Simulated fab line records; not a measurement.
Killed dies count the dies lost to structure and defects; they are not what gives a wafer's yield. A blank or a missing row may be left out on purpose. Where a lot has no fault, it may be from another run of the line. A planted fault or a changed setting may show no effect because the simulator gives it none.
Which tool is to blame? + flow n5Finfet + Sampling: 10 lots, 27 wafers, 5 of 1938 route steps

## WHAT THE GAUGES SHOWED, per wafer
N5_DUMMY_GATE_CD_MEAS_24 targets a cd of 15 nm. Usual: cdNm 14.9 nm, standard deviation 0.39.
| lot  | measured    | on       | cdNm (nm)      | flag |
|------|-------------|----------|----------------|------|
| L967 | day 3 01:24 | cdSem-01 | 15.4 15.4 14.6 |      |
| L968 | day 3 10:34 | cdSem-03 | 14.3 15.3 14.6 |      |
| L976 | day 5 06:19 | cdSem-01 | 15.4 15.3 14.7 |      |
| L982 | day 6 17:38 | cdSem-03 | 14.8 14.1      |      |
| L983 | day 6 22:40 | cdSem-02 | 14.4 15.1      |      |
| L984 | day 7 03:53 | cdSem-03 | 14.8 14.6 15.2 |      |
| L986 | day 7 17:34 | cdSem-01 | 15.3 14.9 14.7 |      |
| L987 | day 7 23:57 | cdSem-01 | 15.1 15.1 15.0 |      |
| L988 | day 8 06:47 | cdSem-02 | 15.1 15.3 15.1 |      |
| L990 | day 8 18:01 | cdSem-01 | 14.9 14.0      |      |

N5_SPACER0_INSPECT_04: inspects for defects (darkfield). Usual: rawDefectCount 131, standard deviation 30.
| lot  | measured    | on               | rawDefectCount | flag |
|------|-------------|------------------|----------------|------|
| L967 | day 3 02:43 | defectInspect-02 | 171 112 131    |      |
| L968 | day 3 11:27 | defectInspect-02 | 116 145 137    |      |
| L976 | day 5 07:15 | defectInspect-02 | 123 173 128    |      |
| L982 | day 6 18:35 | defectInspect-01 | 157 104        |      |
| L983 | day 6 23:34 | defectInspect-01 | 138 144        |      |
| L984 | day 7 05:27 | defectInspect-02 | 152 127 147    |      |
| L986 | day 7 18:27 | defectInspect-02 | 122 231 182    |      |
| L987 | day 8 00:55 | defectInspect-01 | 141 138 104    |      |
| L988 | day 8 07:40 | defectInspect-02 | 153 139 171    |      |
| L990 | day 8 19:37 | defectInspect-02 | 118 105        |      |

N5_BEOL_M4_RC_MEAS_101. Usual: DIBL_N 36.3 mV/V, standard deviation 1.7; DIBL_P 36.0 mV/V, standard deviation 1.9; IOFF_N 0.156 nA/um, standard deviation 0.028; IOFF_N_85C 3.1 nA/um, standard deviation 0.46; IOFF_N_LIN 0.073 nA/um, standard deviation 0.011; IOFF_N_LONG 5.6e-05 nA/um, standard deviation 2.1e-06; IOFF_P 0.21 nA/um, standard deviation 0.036; IOFF_P_85C 3.6 nA/um, standard deviation 0.51; IOFF_P_LIN 0.098 nA/um, standard deviation 0.014; ION_N 675 uA/um, standard deviation 11; ION_P 463 uA/um, standard deviation 7.8; REXT_N 74.9 ohm.um, standard deviation 1.6; REXT_P 99.7 ohm.um, standard deviation 2.4; SS_N 71.6 mV/dec, standard deviation 0.59; SS_P 73.2 mV/dec, standard deviation 0.63; VT_N 250 mV, standard deviation 3.1; VT_N_LVT 98.4 mV, standard deviation 2.9; VT_P -251 mV, standard deviation 3.4; VT_P_LVT -98.8 mV, standard deviation 2.7.
| lot  | measured     | on        | DIBL_N (mV/V)  | DIBL_P (mV/V)  | IOFF_N (nA/um)    | IOFF_N_85C (nA/um) | IOFF_N_LIN (nA/um) | IOFF_N_LONG (nA/um)        | IOFF_P (nA/um) | IOFF_P_85C (nA/um) | IOFF_P_LIN (nA/um) | ION_N (uA/um) | ION_P (uA/um) | REXT_N (ohm.um) | REXT_P (ohm.um)   | SS_N (mV/dec)  | SS_P (mV/dec)  | VT_N (mV)   | VT_N_LVT (mV)     | VT_P (mV)      | VT_P_LVT (mV)        | flag |
|------|--------------|-----------|----------------|----------------|-------------------|--------------------|--------------------|----------------------------|----------------|--------------------|--------------------|---------------|---------------|-----------------|-------------------|----------------|----------------|-------------|-------------------|----------------|----------------------|------|
| L967 | day 7 17:58  | prober-02 | 32.5 34.3 35.5 | 34.3 35.3 36.1 | 0.114 0.124 0.148 | 2.4 2.5 2.9        | 0.057 0.061 0.068  | 5.57e-05 5.44e-05 5.64e-05 | 0.16 0.17 0.19 | 2.9 3.1 3.3        | 0.083 0.086 0.091  | 661 671 671   | 455 459 457   | 76.6 76.4 75.9  | 98.8 100.8 99.6   | 71.2 71.5 72.2 | 72.2 72.8 73.0 | 252 251 248 | 103.6 102.8 100.6 | -255 -252 -252 | -101.9 -100.3 -100.8 |      |
| L968 | day 8 00:58  | prober-02 | 38.5 36.1 36.6 | 37.8 35.7 36.2 | 0.187 0.158 0.158 | 3.6 3.1 3.0        | 0.083 0.074 0.072  | 5.62e-05 5.62e-05 5.57e-05 | 0.21 0.18 0.18 | 3.5 3.2 3.1        | 0.093 0.087 0.084  | 682 674 679   | 458 456 460   | 76.2 76.0 76.9  | 101.7 102.5 101.2 | 71.5 71.3 71.3 | 73.8 73.2 73.7 | 246 247 248 | 95.9 96.2 97.2    | -252 -253 -253 | -100.3 -102.0 -102.2 |      |
| L976 | day 9 17:47  | prober-02 | 37.3 46.1 36.4 | 36.2 42.7 34.8 | 0.177 0.411 0.154 | 3.5 7.0 3.1        | 0.082 0.160 0.074  | 5.99e-05 6.54e-05 6.03e-05 | 0.23 0.49 0.20 | 3.9 7.3 3.5        | 0.106 0.206 0.097  | 682 743 675   | 471 509 465   | 76.4 65.3 76.5  | 98.9 86.4 99.2    | 70.9 73.8 71.1 | 73.5 74.2 73.7 | 246 232 248 | 94.3 81.3 96.5    | -246 -235 -251 | -97.4 -82.0 -97.0    | OFF  |
| L982 | day 11 13:23 | prober-01 | 34.1 37.0      | 36.0 38.6      | 0.121 0.166       | 2.5 3.3            | 0.060 0.075        | 5.34e-05 5.48e-05          | 0.21 0.26      | 3.6 4.3            | 0.104 0.120        | 667 679       | 466 474       | 76.7 75.2       | 97.5 99.1         | 70.9 72.2      | 73.4 74.2      | 255 252     | 104.4 98.8        | -247 -245      | -98.3 -95.6          |      |
| L983 | day 11 15:56 | prober-01 | 40.2 36.7      | 41.1 37.4      | 0.209 0.144       | 3.8 2.8            | 0.093 0.070        | 5.49e-05 5.56e-05          | 0.23 0.17      | 4.1 3.1            | 0.107 0.085        | 693 678       | 466 462       | 74.7 75.5       | 94.7 95.6         | 72.1 70.8      | 74.6 72.9      | 249 253     | 92.2 96.5         | -250 -254      | -97.5 -101.3         |      |
| L984 | day 11 21:04 | prober-02 | 34.7 34.9 35.6 | 35.2 35.9 35.2 | 0.133 0.141 0.151 | 2.7 2.8 3.0        | 0.063 0.067 0.065  | 5.21e-05 5.11e-05 5.32e-05 | 0.18 0.19 0.18 | 3.3 3.5 3.4        | 0.089 0.093 0.089  | 671 669 667   | 453 463 458   | 74.9 75.1 74.1  | 98.6 98.6 97.1    | 71.5 71.5 71.8 | 73.1 73.3 73.2 | 253 252 254 | 101.7 100.8 101.6 | -251 -254 -253 | -101.6 -100.5 -101.6 |      |
| L986 | day 12 16:44 | prober-02 | 34.3 35.0 38.6 | 33.0 33.9 39.0 | 0.118 0.126 0.200 | 2.5 2.6 3.8        | 0.057 0.061 0.092  | 5.45e-05 5.52e-05 5.42e-05 | 0.17 0.17 0.26 | 3.1 3.1 4.3        | 0.086 0.086 0.114  | 655 660 683   | 451 457 467   | 74.1 73.4 75.0  | 95.4 95.5 97.8    | 70.8 71.0 71.6 | 72.6 72.8 74.1 | 254 254 245 | 103.2 101.5 93.6  | -255 -253 -248 | -100.2 -100.8 -95.9  |      |
| L987 | day 13 11:00 | prober-02 | 37.6 36.6 37.2 | 37.5 35.7 36.1 | 0.179 0.157 0.168 | 3.4 3.1 3.2        | 0.084 0.074 0.079  | 5.63e-05 5.59e-05 5.6e-05  | 0.24 0.22 0.23 | 4.1 3.8 3.9        | 0.112 0.107 0.109  | 679 679 686   | 465 470 477   | 76.4 75.5 75.6  | 102.3 100.3 100.6 | 71.9 71.0 72.1 | 73.8 72.6 72.5 | 246 248 246 | 98.0 99.0 97.5    | -247 -249 -248 | -98.5 -97.7 -97.6    |      |
| L988 | day 13 10:44 | prober-01 | 36.7 34.6 36.0 | 35.2 33.2 34.7 | 0.144 0.118 0.136 | 2.9 2.5 2.7        | 0.067 0.058 0.065  | 5.65e-05 5.61e-05 5.64e-05 | 0.20 0.18 0.20 | 3.6 3.2 3.5        | 0.101 0.094 0.101  | 683 669 680   | 471 463 471   | 77.8 77.4 77.3  | 96.5 95.5 96.4    | 71.3 70.9 71.5 | 73.2 72.8 72.8 | 250 254 252 | 99.5 100.6 101.3  | -248 -251 -249 | -96.2 -98.1 -97.2    |      |
| L990 | day 14 08:32 | prober-01 | 36.5 41.0      | 35.5 40.2      | 0.142 0.249       | 3.0 4.6            | 0.068 0.104        | 5.53e-05 5.66e-05          | 0.22 0.32      | 3.8 5.2            | 0.110 0.140        | 667 689       | 466 478       | 77.0 76.2       | 98.6 98.9         | 71.1 72.7      | 72.7 74.6      | 250 242     | 102.1 93.3        | -247 -245      | -98.7 -94.3          |      |

## EACH LOT AND THE TOOL THAT RAN IT (in order: tool; ch and the chambers of the sampled wafers; start)
| lot  | N5_DUMMY_GATE_TRIM_49          | N5_SPACER0_ALD_00               |
|------|--------------------------------|---------------------------------|
| L967 | rieSi-02 ch 0,3, day 3 00:40   | aldSin-02 ch 1,3, day 3 02:18   |
| L968 | rieSi-03 ch 1,2,3, day 3 09:55 | aldSin-03 ch 0,2,3, day 3 11:02 |
| L976 | rieSi-03 ch 0,1,2, day 5 05:41 | aldSin-04 ch 0,1,3, day 5 06:50 |
| L982 | rieSi-04 ch 0,1, day 6 16:46   | aldSin-02 ch 3, day 6 18:10     |
| L983 | rieSi-04 ch 0,1, day 6 22:01   | aldSin-03 ch 2,3, day 6 23:08   |
| L984 | rieSi-04 ch 0,1,3, day 7 03:15 | aldSin-02 ch 0,1,3, day 7 05:02 |
| L986 | rieSi-03 ch 0,1, day 7 16:55   | aldSin-03 ch 1,2,3, day 7 18:02 |
| L987 | rieSi-02 ch 1,2,3, day 7 23:10 | aldSin-02 ch 0,1,3, day 8 00:30 |
| L988 | rieSi-03 ch 0,3, day 8 05:57   | aldSin-04 ch 0,1, day 8 07:15   |
| L990 | rieSi-03 ch 0,2, day 8 17:22   | aldSin-03 ch 2,3, day 8 19:19   |
- N5_DUMMY_GATE_TRIM_49: chemistry O2, time 29 s, target cd 14 nm.
- N5_SPACER0_ALD_00: deposits SiOCN, target thk 3.5 nm, pulse time 3 s, purge time 2 s.

## AS READ BY THE TOOLS THEMSELVES (means over the sampled wafers that have a number; for cases with no such wafer, the mark the record gives instead)
N5_DUMMY_GATE_TRIM_49. Usual: drypumpMotorCurrentA 5.8 A, standard deviation 0.37; oesProductAu 1.002 a.u., standard deviation 0.018; throttleValvePct 8.16 %, standard deviation 0.12.
| lot  | tool     | drypumpMotorCurrentA (A) | oesProductAu (a.u.) | throttleValvePct (%) | flag |
|------|----------|--------------------------|---------------------|----------------------|------|
| L967 | rieSi-02 | 6.5                      | 1.004               | 8.12                 |      |
| L968 | rieSi-03 | 5.7                      | 1.008               | 8.24                 |      |
| L976 | rieSi-03 | 5.7                      | 1.017               | 8.17                 |      |
| L982 | rieSi-04 | 5.6                      | 0.993               | 8.14                 |      |
| L983 | rieSi-04 | 5.6                      | 0.994               | 8.15                 |      |
| L984 | rieSi-04 | 5.7                      | 0.998               | 8.13                 |      |
| L986 | rieSi-03 | 5.6                      | 1.021               | 8.00                 |      |
| L987 | rieSi-02 | 5.9                      | 1.004               | 8.18                 |      |
| L988 | rieSi-03 | 5.5                      | 1.031               | 8.02                 |      |
| L990 | rieSi-03 | 5.8                      | 1.007               | 8.19                 |      |

N5_SPACER0_ALD_00. Usual: heaterPowerW 856 W, standard deviation 140; precursorPulseHeightRel 0.997, standard deviation 0.019.
| lot  | tool      | heaterPowerW (W) | precursorPulseHeightRel | flag |
|------|-----------|------------------|-------------------------|------|
| L967 | aldSin-02 | 850              | 1.001                   |      |
| L968 | aldSin-03 | 931              | 1.003                   |      |
| L976 | aldSin-04 | 855              | 1.003                   |      |
| L982 | aldSin-02 | 804              | 0.987                   |      |
| L983 | aldSin-03 | 947              | 0.992                   |      |
| L984 | aldSin-02 | 846              | 0.994                   |      |
| L986 | aldSin-03 | 962              | 1.005                   |      |
| L987 | aldSin-02 | 858              | 0.995                   |      |
| L988 | aldSin-04 | 979              | 0.993                   |      |
| L990 | aldSin-03 | 956              | 0.996                   |      |

## THE ANSWER, worked out from the rows above alone
Rule: a lot counts as off when the mean over its wafers that have a number is more than 3 standard deviations away from the usual mean. A lot without any number at a reading at which 4 lots or more have one is off too. Any other lot the step has rows for is counted as sound. After the gauges, taken in route order, come the tools' own readings; for these a lot's mean is taken, as printed above. The first step at which some lot is off is used, and at that step the reading that is off furthest; a lot without a number counts as furthest.
Off: L976, at N5_BEOL_M4_RC_MEAS_101 (IOFF_N).
A tool fits if, at a process step before that reading, it ran every lot that is off, and no sound lot after the first of them. Those tools and the gauges at N5_BEOL_M4_RC_MEAS_101 are tried in the same way. No candidate that was tried fits.

## WHAT WAS PUT IN BY THE SIMULATOR
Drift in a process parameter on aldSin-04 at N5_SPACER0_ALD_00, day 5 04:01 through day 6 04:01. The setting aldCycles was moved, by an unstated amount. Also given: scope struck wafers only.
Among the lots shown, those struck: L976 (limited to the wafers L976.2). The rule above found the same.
